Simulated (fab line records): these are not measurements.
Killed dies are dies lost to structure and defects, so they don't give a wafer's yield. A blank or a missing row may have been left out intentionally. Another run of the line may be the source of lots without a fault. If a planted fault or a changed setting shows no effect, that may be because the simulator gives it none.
Chamber matching ; flow nandHarc ; NHARC_A_STAIRCASE_TRIM_20 on rieDiel-03: 4 sister chambers
The step chemistry O2, time 211.2 s. 4 wafers are shown with their chamber, then 7 later ones without.

== WAFERS, EACH WITH ITS CHAMBER ==
wafer;chamber;showerheadPlenumPTorr (Torr)
L089.5;1;3.54
L090.4;3;3.38
L091.2;2;3.65
L091.3;0;3.51

== WAFERS MISSING THEIR CHAMBER ==
wafer;showerheadPlenumPTorr (Torr)
L091.6;3.54
L095.3;3.65
L095.5;3.65
L095.6;3.54
L096.1;3.64
L096.2;3.37
L096.4;3.54

== EACH ONE'S CHAMBER ==
wafer;from the rows above;in truth
L091.6;1;1
L095.3;2;2
L095.5;2;2
L095.6;1;1
L096.1;2;2
L096.2;3;3
L096.4;1;1
Placed correctly: 7 of 7. Not placeable from these rows: 0. 0 placed wrongly.
How it was worked out, from the rows above alone: a wafer's distance from a chamber is the root of the sum, over the readings, of the square of ((its reading less the chamber's mean) divided by the reading's scatter). The wafer belongs to the nearest chamber; if the next one is less than 2 further off, it can't be placed. The mean given for a chamber averages the wafers shown for that chamber. The scatter (one wafer shown for each chamber): square how far every hidden wafer sits from the nearest shown wafer, average those squares and take the square root.
